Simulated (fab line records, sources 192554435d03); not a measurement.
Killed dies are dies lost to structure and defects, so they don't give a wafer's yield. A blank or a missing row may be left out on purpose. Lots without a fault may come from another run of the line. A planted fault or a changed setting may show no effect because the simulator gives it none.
fab line records | flow n5_finfet
record lots=5 wafers=13 last_day=18
route steps=1938 shown FIN_SAQP@114 FIN_CUT@154 BEOL_M4@1111 PASSIVATION@1936
lots that met no fault: from a run of the same line without faults
start_h: hours from the record's first day to the start of the lot's first wafer shown | wait_h: hours since the lot's step before | " the same as in the row above | L1.1+2: a row that stands for several wafers | - no value, or no start given | * or withheld: withheld | < > ~ a bound
route shown NAME@n: a module of which the file shows steps, and the number in the route of the first | usual: mean/standard deviation of fault-free wafers | same: alike in all rows | chamber/n: place in a boat | sites: the reading at each site | _std_site: their standard deviation | _edge_site: outer sites' mean less inner sites' | radius_mm: how far each site lies from the wafer's centre | mask NAME#n: copy n | behind: the tool/chamber that last shaped the wafer | hold: why the lot was held/for how many hours/how that ended | device: the transistor (n, p or np) that didn't switch | end of line: the same wafers' tests at the end of the route | a step without rows: its recipe alone | killed: dies lost to structure and defects at the first sort, not the wafer's yield | map: a wafer's dies, x killed, . not, _ none there
set.NAME: the setting as run; set.NAME@STEP: as run at that earlier step | model.NAME: the simulator's own value behind a step, which no gauge read
lots at some steps of the route; a table a step, a row a wafer
services: from which hour (start_h, from the record's first day; less than 0 if before it) a tool's chamber was out of use, for how many hours, and why
## steps
# step N5_FIN_SAQP_DESCUM_21
# recipe chemistry=O2 time_s=7.9 source_power_w=50 bias_power_w=20 pressure_mtorr=20 rf_frequency_hz=2.712e+07 temp_c=40 resist=CAR-ArF o2_flow_sccm=225
# step N5_FIN_SAQP_ETCH_51
# recipe chemistry=CF4 target=SiARC target_depth_a=455 mask_material=CAR-ArF time_s=75.8 ion_energy_ev=80 pressure_mtorr=40 source_w=545 bias_w=36 Ar_flow_sccm=100 cf4_flow_sccm=100 ends=cleared
# step N5_FIN_SAQP_ETCH_52
# recipe chemistry=N2/H2 target=SOC target_depth_a=1000 overetch_a=200 mask_material=SiARC temp_c=40 time_s=150 ion_energy_ev=200 pressure_mtorr=30 source_w=840 bias_w=150 n2_flow_sccm=200 h2_flow_sccm=200 ends=end_point
# step N5_FIN_SAQP_STRIP_53
# recipe chemistry=N2/H2 temp_c=40 n2_flow_sccm=200 h2_flow_sccm=200 rf_frequency_hz=6e+07
# step N5_FIN_SAQP_HM_OPEN_73
# recipe chemistry=CHF3/O2 target=SiO2 stop_on=a-Si target_depth_a=120 over_etch_frac=1.8 mask_material=SOC time_s=16.8 pressure_mtorr=30 source_w=650 bias_w=170 Ar_flow_sccm=200 CHF3_flow_sccm=50 O2_flow_sccm=5 ion_energy_ev=200 ends=end_point
# step N5_FIN_SAQP_STRIP_74
# recipe chemistry=CHF3/O2 resist=SiARC rf_frequency_hz=6e+07
# step N5_FIN_SAQP_MANDREL_ETCH_22
# recipe target_depth_a=600 chemistry=HBr/Cl2 target=a-Si stop_on=SiNx bt_time_s=10 over_etch_frac=0.5 time_s=30 pressure_mtorr=10 icp_w=800 bias_w=75 HBr_flow_sccm=150 Cl2_flow_sccm=80 ends=end_point
# step N5_FIN_SAQP_STRIP_55
# recipe chemistry=N2/H2 power_w=500 temp_c=40 pressure_mtorr=50 rf_frequency_hz=6e+07 overash_fraction=0.3 bias_power_w=28 h2_frac=0.5 n2_flow_sccm=300 h2_flow_sccm=300
# step N5_FIN_SAQP_STRIP_23
# recipe chemistry=SPM time_s=750 temp_c=130 h2so4_h2o2_vol_ratio=4
# step N5_FIN_SAQP_SRD_66
# recipe dry=ipa_marangoni time_s=30 temp_c=23 rinse_liquid=diw
# step N5_FIN_SAQP_RECESS_75
# recipe chemistry=HF/NH3 target=SiO2 target_depth_a=144 afs_cycles=3 temp_c=30 sublimation_temp_c=180 sublimation_time_s=60
# step N5_FIN_SAQP_SPACER1_ALD_24
# recipe material=SiO2 target_thk_a=203 temp_c=300 ald_precursor_family=BDEAS ald_co_reactant=O2-plasma pulse_time_s=1 purge_time_s=2 co_reactant_purge_time_s=2 ald_cycles=218 pressure_torr=2
# usual ald_cycles=218/0 heater_power_w=464/43 precursor_pulse_height_rel=1.002/0.021
# columns lot.wafer tool chamber start_h wait_h ald_cycles heater_power_w precursor_pulse_height_rel model.SiO2_of_FIN_SAQP_SPACER1_ALD_24.thk_nm
L781.2 ald_sin-01 2 41.19 0.3 218 403 1.000 20.2
L781.3 " 3 " " 218 541 1.028 20.4
L781.5 " 2 " " 218 410 0.981 20.2
L784.3 ald_sin-01 3 58.47 0.1 218 531 0.981 20.4
L784.5 " 1 " " 218 455 1.014 20.2
L784.6 " 0 " " 254 499 0.980 23.6
L785.4 ald_sin-01 1 65.17 0.1 254 444 1.014 23.6
L785.6 " 0 " " 254 482 0.977 23.6
L787.2 ald_sin-01 2 77.11 0.5 218 421 1.017 20.2
L787.6 " 3 " " 254 539 0.970 23.8
L801.2 ald_sin-03 1 161.43 0.3 218 466 1.041 20.2
L801.3 " 0 " " 218 522 0.992 20.4
L801.6 " 1 " " 218 478 1.005 20.2
# step N5_FIN_SAQP_SPACER1_ETCHBACK_25
# recipe chemistry=CHF3/O2 mode=anisotropic_etchback target=SiO2 target_depth_a=244 time_s=12.2 pressure_mtorr=30 source_w=650 bias_w=170 Ar_flow_sccm=200 CHF3_flow_sccm=50 O2_flow_sccm=5 ion_energy_ev=200
# step N5_FIN_SAQP_MANDREL1_REMOVE_56
# recipe chemistry=HBr/Cl2/O2 bt_time_s=10 target=a-Si stop_on=SiNx endpoint=OES-SiCl over_etch_frac=1 icp_w=600 bias_w=22 HBr_flow_sccm=150 Cl2_flow_sccm=80 O2_flow_sccm=5 pressure_mtorr=10
# usual O2_flow_sccm=5.000/0.014 drypump_motor_current_A=6.1/0.55 he_backside_leak_sccm=2.77/0.3 oes_product_au=1.008/0.014 throttle_valve_pct=36.7/0.33
# columns lot.wafer tool chamber start_h wait_h O2_flow_sccm drypump_motor_current_A he_backside_leak_sccm oes_product_au rf_hours_counter_h throttle_valve_pct model.FIN_SAQP.cd_nm
L781.2 rie_si-02 1 42.00 0.1 5.012 6.8 2.66 1.007 53 37.1 20.2
L781.3 " 3 " " 4.998 6.0 2.97 1.001 88 36.7 20.4
L781.5 " 3 " " 4.965 5.9 2.97 1.013 - 36.7 20.2
L784.3 rie_si-02 2 59.28 0.1 5.016 6.7 3.04 1.010 106 36.3 20.4
L784.5 " 2 " " 5.013 6.7 3.20 1.010 - 36.3 20.2
L784.6 " 3 " " 5.000 6.0 2.95 1.014 - 36.7 23.6
L785.4 rie_si-02 0 65.98 0.1 4.991 6.4 3.29 1.006 52 37.4 23.6
L785.6 " 1 " " 4.979 6.8 2.75 1.010 - 37.1 23.6
L787.2 rie_si-01 0 77.93 0.1 4.998 6.2 2.46 1.004 39 36.9 20.2
L787.6 " 0 " " 5.012 6.2 2.39 1.005 - 36.9 23.6
L801.2 rie_si-03 3 162.26 0.1 4.978 5.3 2.50 1.030 8 36.7 20.2
L801.3 " 0 " " 4.994 4.7 2.65 0.987 65 36.6 20.2
L801.6 " 3 " " 4.971 5.3 2.57 1.037 - 36.8 20.2
# step N5_FIN_SAQP_CD_MEAS_27
# recipe target_cd_nm=20 landing_energy_ev=1000 detector=se_inlens polarity=line
# usual cd_nm=20.31/0.22
# columns lot.wafer tool chamber start_h wait_h cd_nm
L781.2 cd_sem-02 0 42.11 0.1 20.33
L781.3 " 0 " " 20.23
L781.5 " 0 " " 20.17
L784.3 cd_sem-03 0 59.40 0.1 20.55
L784.5 " 0 " " 20.58
L784.6 " 0 " " 23.35
L785.4 cd_sem-01 0 66.10 0.1 23.79
L785.6 " 0 " " 23.47
L787.2 cd_sem-02 0 78.04 0.1 20.15
L787.6 " 0 " " 23.66
L801.2 cd_sem-01 0 162.37 0.1 20.20
L801.3 " 0 " " 19.89
L801.6 " 0 " " 20.19
# step N5_FIN_SAQP_ETCH_57
# recipe chemistry=CH3F/O2 target=SiNx mask_material=SiO2 target_depth_a=325 time_s=46.4 pressure_mtorr=30 source_w=395 bias_w=73 Ar_flow_sccm=150 CH3F_flow_sccm=30 O2_flow_sccm=20 ion_energy_ev=120 ends=cleared
# step N5_FIN_SAQP_ETCH_65
# recipe chemistry=CF4 target=SiO2 target_depth_a=40 ion_energy_ev=350 time_s=4.4 pressure_mtorr=10 icp_w=800 bias_w=400 cf4_flow_sccm=80
# step N5_FIN_SAQP_MANDREL_ETCH_58
# recipe chemistry=HBr/Cl2 target=a-Si target_depth_a=450 bt_time_s=10 stop_on=SiNx mask_material=SiO2 over_etch_frac=0.8 time_s=27 pressure_mtorr=10 icp_w=800 bias_w=75 HBr_flow_sccm=150 Cl2_flow_sccm=80 ends=end_point
# step N5_FIN_SAQP_RECESS_63
# recipe chemistry=HF/NH3 target=SiO2 target_depth_a=180 afs_cycles=3 temp_c=30 sublimation_temp_c=180 sublimation_time_s=60
# step N5_FIN_SAQP_COAT_68
# recipe resist=SOC temp_c=250 time_s=60 spin_rpm=1500 resist_thk_nm=100
# step N5_FIN_SAQP_ETCH_69
# recipe chemistry=N2/H2 target=SOC target_depth_a=1500 stop_on=SiNx ion_energy_ev=100 bias_w=61 pressure_mtorr=30 source_w=850 n2_flow_sccm=200 h2_flow_sccm=200
# step N5_FIN_SAQP_ETCH_67
# recipe chemistry=CH3F/O2 target=SiNx target_depth_a=300 mask_material=SOC pressure_mtorr=30 source_w=395 bias_w=73 Ar_flow_sccm=150 CH3F_flow_sccm=30 O2_flow_sccm=20 ion_energy_ev=120
# step N5_FIN_SAQP_STRIP_70
# recipe chemistry=N2/H2 power_w=500 temp_c=40 pressure_mtorr=50 rf_frequency_hz=6e+07 overash_fraction=0.3 bias_power_w=28 h2_frac=0.5 n2_flow_sccm=300 h2_flow_sccm=300
# step N5_FIN_SAQP_RECESS_71
# recipe chemistry=HF/NH3 target=SiO2 target_depth_a=30 afs_cycles=1 temp_c=30 sublimation_temp_c=180 sublimation_time_s=60
# step N5_FIN_SAQP_SPACER2_ALD_28
# recipe material=SiO2 target_thk_a=81 temp_c=300 ald_precursor_family=BDEAS ald_co_reactant=O2-plasma pulse_time_s=1 purge_time_s=2 co_reactant_purge_time_s=2 pressure_torr=2
# step N5_FIN_SAQP_SPACER2_ETCHBACK_29
# recipe chemistry=CHF3/O2 mode=anisotropic_etchback target=SiO2 target_depth_a=122 time_s=6.1 pressure_mtorr=30 source_w=650 bias_w=170 Ar_flow_sccm=200 CHF3_flow_sccm=50 O2_flow_sccm=5 ion_energy_ev=200
# step N5_FIN_SAQP_MANDREL2_REMOVE_60
# recipe chemistry=HBr/Cl2/O2 bt_time_s=10 target=a-Si stop_on=SiNx endpoint=OES-SiCl over_etch_frac=1 icp_w=600 bias_w=22 HBr_flow_sccm=150 Cl2_flow_sccm=80 O2_flow_sccm=5 pressure_mtorr=10
# step N5_FIN_SAQP_HM_OPEN_33
# recipe chemistry=CH3F/O2 target=SiNx mask_material=SiO2 target_depth_a=494 time_s=70.6 pressure_mtorr=30 source_w=395 bias_w=73 Ar_flow_sccm=150 CH3F_flow_sccm=30 O2_flow_sccm=20 ion_energy_ev=120 ends=cleared
# step N5_FIN_SAQP_ETCH_34
# recipe chemistry=C4F6/O2 target=SiO2 target_depth_a=450 time_s=15 ion_energy_ev=250 pressure_mtorr=30 source_w=345 bias_w=185 Ar_flow_sccm=300 C4F6_flow_sccm=10 O2_flow_sccm=10 ends=cleared
# step N5_FIN_SAQP_STRIP_77
# recipe chemistry=N2/H2 time_s=90 power_w=100 temp_c=40 pressure_mtorr=100 rf_frequency_hz=6e+07 bias_power_w=3 n2_flow_sccm=300 h2_flow_sccm=300
# step N5_FIN_SAQP_ETCH_64
# recipe chemistry=CF4 target=SiO2 target_depth_a=15 ion_energy_ev=350 pressure_mtorr=10 icp_w=800 bias_w=400 cf4_flow_sccm=80
# step N5_FIN_SAQP_FIN_ETCH_36
# recipe chemistry=HBr/Cl2/O2 target_depth_a=1200 mask_material=SiNx time_s=50.4 bias_w=102 pressure_mtorr=10 icp_w=800 HBr_flow_sccm=150 Cl2_flow_sccm=80 O2_flow_sccm=12
# step N5_FIN_SAQP_PRECLEAN_38
# recipe chemistry=O3/DIW time_s=45 temp_c=22 o3_ppm=10
# step N5_FIN_SAQP_PRECLEAN_45
# recipe chemistry=dHF time_s=10 dilution=500:1 temp_c=25
# step N5_FIN_SAQP_SRD_39
# recipe dry=ipa_marangoni time_s=30 temp_c=23 rinse_liquid=diw
# step N5_FIN_CUT_COAT_18
# recipe resist=SOC temp_c=250 time_s=60 spin_rpm=1500 resist_thk_nm=230
# step N5_BEOL_M4_RC_MEAS_101
# usual DIBL_N=36.2/1.7 DIBL_P=36.2/2.2 IOFF_N=0.16/0.035 IOFF_P=0.21/0.042 ION_N=673/13 ION_P=462/7.9 SS_N=71.4/0.59 SS_P=73.2/0.7 VT_N=250/3.6 VT_P=-251/3.5
# columns lot.wafer tool chamber start_h wait_h DIBL_N[mV/V] DIBL_P[mV/V] IOFF_N[nA/um] IOFF_P[nA/um] ION_N[uA/um] ION_P[uA/um] SS_N[mV/dec] SS_P[mV/dec] VT_N[mV] VT_P[mV]
L781.2 prober-02 0 175.38 0.2 35.7 38.2 0.20 0.28 691 470 71.4 74.0 244 -242
L781.3 " 0 " " 35.8 37.6 0.19 0.26 680 466 71.3 73.5 248 -243
L781.5 " 0 " " 36.6 38.1 0.21 0.26 701 472 72.2 74.1 245 -246
L784.3 prober-01 0 196.63 0.3 35.3 36.4 0.14 0.18 661 445 71.4 72.7 250 -253
L784.5 " 0 " " 35.8 37.2 0.17 0.19 664 454 71.8 73.8 250 -253
L787.2 prober-01 0 233.63 0.2 37.1 37.4 0.17 0.22 678 464 72.0 73.7 250 -250
L801.2 prober-01 0 305.94 0.2 34.3 34.9 0.13 0.15 668 447 70.6 72.8 256 -258
L801.3 " 0 " " 37.6 38.2 0.20 0.19 685 456 72.2 74.1 248 -254
L801.6 " 0 " " 36.9 38.7 0.19 0.20 686 454 72.1 73.7 247 -256
# step N5_PASSIVATION_PROBE_49
# usual defect_limited_yield=91.4/1.4 killed_at_M0_to_M3=31/10 killed_at_M4_up=14/5.6 killed_at_contacts=13/6.3 killed_at_front_end=39/10 killed_at_other=4/3.1 killed_dies=101/16 killed_on_rim=13/3.9 killed_open=65/13 killed_short=34/7.2 sort_bin_5_function=5.1/0.88 sort_bin_6_memory=3.2/0.66 sort_n_pass=1079/16 sort_yield_pct=91.4/1.4
# same gross_dies=1180 killed_at_back_side=0 sort_bin_4_leakage[%]=0 sort_bin_8_speed[%]=0
# columns lot.wafer tool chamber start_h wait_h defect_limited_yield[%] killed_at_M0_to_M3 killed_at_M4_up killed_at_contacts killed_at_front_end killed_at_other killed_dies killed_on_rim killed_open killed_short sort_bin_5_function[%] sort_bin_6_memory[%] sort_n_pass sort_yield_pct[%]
L784.3 prober-01 - 294.90 0.1 93.5 31 11 4 26 5 77 6 46 31 3.8 2.6 1103 93.5
L784.5 prober-01 - 295.00 0.2 93.1 18 9 10 39 5 81 9 47 34 4.1 2.5 1099 93.1
L784.6 prober-01 - 295.05 0.3 8.5 21 12 9 1036 2 1080 79 54 25 89.3 2.1 100 8.5
L785.4 prober-01 - 316.22 0.2 6.0 31 13 9 1053 3 1109 95 49 37 90.6 3.1 71 6.0
L785.6 prober-01 - 316.32 0.3 5.9 46 14 20 1025 5 1110 106 78 43 90.8 3.0 70 5.9
L787.6 prober-02 - 332.93 0.3 7.7 30 4 26 1025 4 1089 94 53 36 89.1 2.8 91 7.7
# killed by level:class
L784.3 BEOL_M3:geometric_particle:open=11 FIN_SAQP:geometric_particle:short=8 BEOL_M0_SAQP:geometric_particle:open=8 BEOL_M0_SAQP:geometric_particle:short=5 BEOL_M8:geometric_particle:open=4 STI_FIN_REVEAL:geometric_particle:open=4 STARTING-WAFER:geometric_particle:short=3 DUMMY_GATE:geometric_particle:open=2
L784.5 FIN_SAQP:geometric_particle:short=14 FIN_SAQP:geometric_particle:open=12 MOL_CONTACT_COAG:geometric_particle:open=8 BEOL_M0_SAQP:geometric_particle:short=8 BEOL_M0_SAQP:geometric_particle:open=5 BEOL_M4:geometric_particle:open=4 STI_FIN_REVEAL:geometric_particle:open=3 STARTING-WAFER:geometric_particle:short=3
L784.6 FIN_SAQP:area_ald=1001 FIN_SAQP:geometric_particle:open=10 GATE_CUT:geometric_particle:short=8 MOL_CONTACT_COAG:geometric_particle:open=8 BEOL_M0_SAQP:geometric_particle:short=6 BEOL_M0_SAQP:geometric_particle:open=5 FIN_SAQP:geometric_particle:short=4 BEOL_M5:geometric_particle:open=4
L785.4 FIN_SAQP:area_ald=1023 BEOL_M0_SAQP:geometric_particle:short=8 BEOL_M1:geometric_particle:open=8 STI_FIN_REVEAL:geometric_particle:open=7 FIN_SAQP:geometric_particle:short=6 BEOL_M3:geometric_particle:open=6 MOL_CONTACT_COAG:geometric_particle:open=5 BEOL_M8:geometric_particle:open=5
L785.6 FIN_SAQP:area_ald=989 MOL_CONTACT_COAG:geometric_particle:open=17 BEOL_M0_SAQP:geometric_particle:short=14 BEOL_M0_SAQP:geometric_particle:open=11 STI_FIN_REVEAL:geometric_particle:open=10 BEOL_M3:geometric_particle:open=8 BEOL_M1:geometric_particle:open=6 FIN_SAQP:geometric_particle:open=5
L787.6 FIN_SAQP:area_ald=999 MOL_CONTACT_COAG:geometric_particle:open=20 BEOL_M0_SAQP:geometric_particle:short=8 MOL_CONTACT_COAG:geometric_particle:short=6 BEOL_M0_SAQP:geometric_particle:open=6 BEOL_M2:geometric_particle:open=5 BEOL_M3:geometric_particle:open=5 GATE_CUT:geometric_particle:short=4
# map L784.6 (x killed, . not)
_________________xxxxxx..x...________________
______________xxx.xxxxxx.xxx...._____________
___________..x..xxxxxxxxxxxxxxxxxxx__________
__________xxxxxxxxxxxxxxxxxxxxxx.x.._________
________..xxxxxxxxxxxxxxxxxxxxxxxxxx.._______
_______xxxxxxxxxxxxxxxxxxxxxxxxxxxxxx.x______
______xxxxxxxxxxxxxxxxxxxxxxxxxxxxxxx.xx_____
_____...xxxxxxxxxxxxxxxxxxxxxxxxxxxxxx.xx____
____x.xxxxxxxxxxxxxxxxxxxxxxxxxxxxxxxxxxxx___
___x.xxxxxxxxxxxxxxxxxxxxxxxxxxxxxxxxxxxxxx__
___xxxxxxxxxxxxxxxxxxxxxxxxxxxxxxxxxxxxxxx.__
__..xxxxxxxxxxxxxxxxxxxxxxxxxxxxxxxxxxxxxx.._
__.x.xxxxxxxxxxxxxxxxxxxxxxxxxxxxxxxxxxxx.xx_
_.xxxxxxxxxxxxxxxxxxxxxxxxxxxxxxxxxxxxxxxxxxx
_x.xxxxxxxxxxxxxxxxxxxxxxxxxxxxxxxxxxxxxxxx.x
_...xxxxxxxxxxxxxxxxxxxxxxxxxxxxxxxxxxxxxxxxx
_..xxxxxxxxxxxxxxxxxxxxxxxxxxxxxxxxxxxxxxx...
_xxxxxxxxxxxxxxxxxxxxxxxxxxxxxxxxxxxxxxxxxxxx
_xxxxxxxxxxxxxxxxxxxxxxxxxxxxxxxxxxxxxxxxx...
_.xxxxxxxxxxxxxxxxxxxxxxxxxxxxxxxxxxxxxxxxxx.
_.xxxxxxxxxxxxxxxxxxxxxxxxxxxxxxxxxxxxxxxxx..
__xxxxxxxxxxxxxxxxxxxxxxxxxxxxxxxxxxxxxxxxx._
__xxxxxxxxxxxxxxxxxxxxxxxxxxxxxxxxxxxxxxxx.x_
___x.xxxxxxxxxxxxxxxxxxxxxxxxxxxxxxxxxxx.x.__
___x.xxxxxxxxxxxxxxxxxxxxxxxxxxxxxxxxx.x.x.__
____.xxxxxxxxxxxxxxxxxxxxxxxxxxxxxxxxxx.xx___
_____.xxxxxxxxxxxxxxxxxxxxxxxxxxxxxxxx..x____
______xxxxxxxxxxxxxxxxxxxxxxxxxxxxxxxxx._____
_______.xxxxxxxxxxxxxxxxxxxxxxxxxxxxxxx______
________..xxxxxxxxxxxxxxxxxxxxxxxxxx.._______
__________x.x.xxxxx.xxxxxxxxxxxxxx.x_________
___________...x.xxxxxxxxxxxxxxxxx..__________
______________x...xxxxxxxxx.x.x._____________
_________________.x....xxxx..________________
# map L785.6 (x killed, . not)
_________________x.xxxx.x...x________________
______________xxxxxxx.xxxxxxxxxx_____________
___________x..x.xxxxxxxxxxxxx.xxxxx__________
__________xxxxxxxxxxxxxxxxxxxxxxxx.x_________
________xxxxxxxxxxxxxxxxxxxxxxxxxxx..._______
_______xxxxxxxxxxxxxxxxxxxxxxxxxxxxx.xx______
______xxxxxxxxxxxxxxxxxxxxxxxxxxxxxxxxxx_____
_____xx.xxxxxxxxxxxxxxxxxxxxxxxxxxxxxxxxx____
____...xxxxxxxxxxxxxxxxxxxxxxxxxxxxxxxx.xx___
___.xxxxxxxxxxxxxxxxxxxxxxxxxxxxxxxxxxxxxx.__
___xxxxxxxxxxxxxxxxxxxxxxxxxxxxxxxxxxxxxxx.__
__xx.xxxxxxxxxxxxxxxxxxxxxxxxxxxxxxxxxxxxxxx_
__..xxxxxxxxxxxxxxxxxxxxxxxxxxxxxxxxxxxxxx.._
_xxxxxxxxxxxxxxxxxxxxxxxxxxxxxxxxxxxxxxxxxxx.
_x.xxxxxxxxxxxxxxxxxxxxxxxxxxxxxxxxxxxxxxxxxx
_.xxxxxxxxxxxxxxxxxxxxxxxxxxxxxxxxxxxxxxxxxx.
_xxxxxxxxxxxxxxxxxxxxxxxxxxxxxxxxxxxxxxxxxxxx
_.x.xxxxxxxxxxxxxxxxxxxxxxxxxxxxxxxxxxxxxxxx.
_xxxxxxxxxxxxxxxxxxxxxxxxxxxxxxxxxxxxxxxxxxxx
_.xxxxxxxxxxxxxxxxxxxxxxxxxxxxxxxxxxxxxxxx...
_.x.xxxxxxxxxxxxxxxxxxxxxxxxxxxxxxxxxxxxxxx..
__x.xxxxxxxxxxxxxxxxxxxxxxxxxxxxxxxxxxxxxxxx_
__.xxxxxxxxxxxxxxxxxxxxxxxxxxxxxxxxxxxxxxxxx_
___.xxxxxxxxxxxxxxxxxxxxxxxxxxxxxxxxxxxxxxx__
___..xxxxxxxxxxxxxxxxxxxxxxxxxxxxxxxxxxxxx.__
____xxxxxxxxxxxxxxxxxxxxxxxxxxxxxxxxxxxxx.___
_____..xxxxxxxxxxxxxxxxxxxxxxxxxxxxxxxxxx____
______xxx.xxxxxxxxxxxxxxxxxxxxxxxxxxxxxx_____
_______.xxxxxxxxxxxxxxxxxxxxxxxxxxxx.x.______
________x.xxxxxxxxxxxxxxxxxxxxxxxx.xx._______
__________xxxxxxx.xxxxxxxxxxxxxxxxxx_________
___________.xxxxxxxxxxxxxxxx..xxxx.__________
______________xxxx.xxxx.xxxxxxxx_____________
_________________xx.xxxxxx...________________
## services
# columns tool chamber start_h hours kind
rie_si-03 0 23.55 4.2 repair
ald_sin-03 0 27.55 14.9 repair
ald_sin-03 1 37.18 3.1 repair
ald_sin-01 2 47.12 3.7 repair
rie_si-01 2 65.39 1.7 repair
rie_si-01 - 71.67 2.8 pm
ald_sin-03 0 72.19 9.3 repair
rie_si-03 - 89.44 14.6 pm
rie_si-03 - 117.25 2.8 pm
rie_si-03 - 125.66 0.3 repair
rie_si-01 2 127.83 8.9 repair
rie_si-02 2 148.44 4.2 repair
## key
first_sign step=N5_FIN_SAQP_SPACER1_ALD_24 reading=ald_cycles direction=up sigmas=99+ usual=* struck=*
effect step=N5_FIN_SAQP_CD_MEAS_27 reading=cd_nm direction=up sigmas=15 usual=20.31 struck=23.57
effect step=N5_PASSIVATION_PROBE_49 reading=sort_bin_5_function direction=up sigmas=96 usual=5.1 struck=90.0
model_effect step=N5_FIN_SAQP_SPACER1_ALD_24 value=SiO2_of_FIN_SAQP_SPACER1_ALD_24.thk_nm without=20.35 struck=23.65
model_effect step=N5_FIN_SAQP_MANDREL1_REMOVE_56 value=FIN_SAQP.cd_nm without=20.3 struck=23.6
more_kills_born_at N5_FIN_SAQP_SPACER1_ALD_24@ald_sin-01=4012
met_at N5_FIN_SAQP_SPACER1_ALD_24
struck_wafers L784.6,L785.4,L785.6,L787.6
later_rows_left_out L784.6,L785.4,L785.6,L787.6
onset_between 41.19 58.47
fault kind=process_parameter_drift tool=ald_sin-01 chamber=- onset_h=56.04 steps=N5_FIN_SAQP_SPACER1_ALD_24 channel=ald_cycles offset=* shape=step end_h=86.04 scope=struck_wafers_only acts_in=* stated=*
# later_rows_left_out: the simulator's readings of these wafers behind a module that went badly wrong aren't trusted and aren't shown, but for the sort
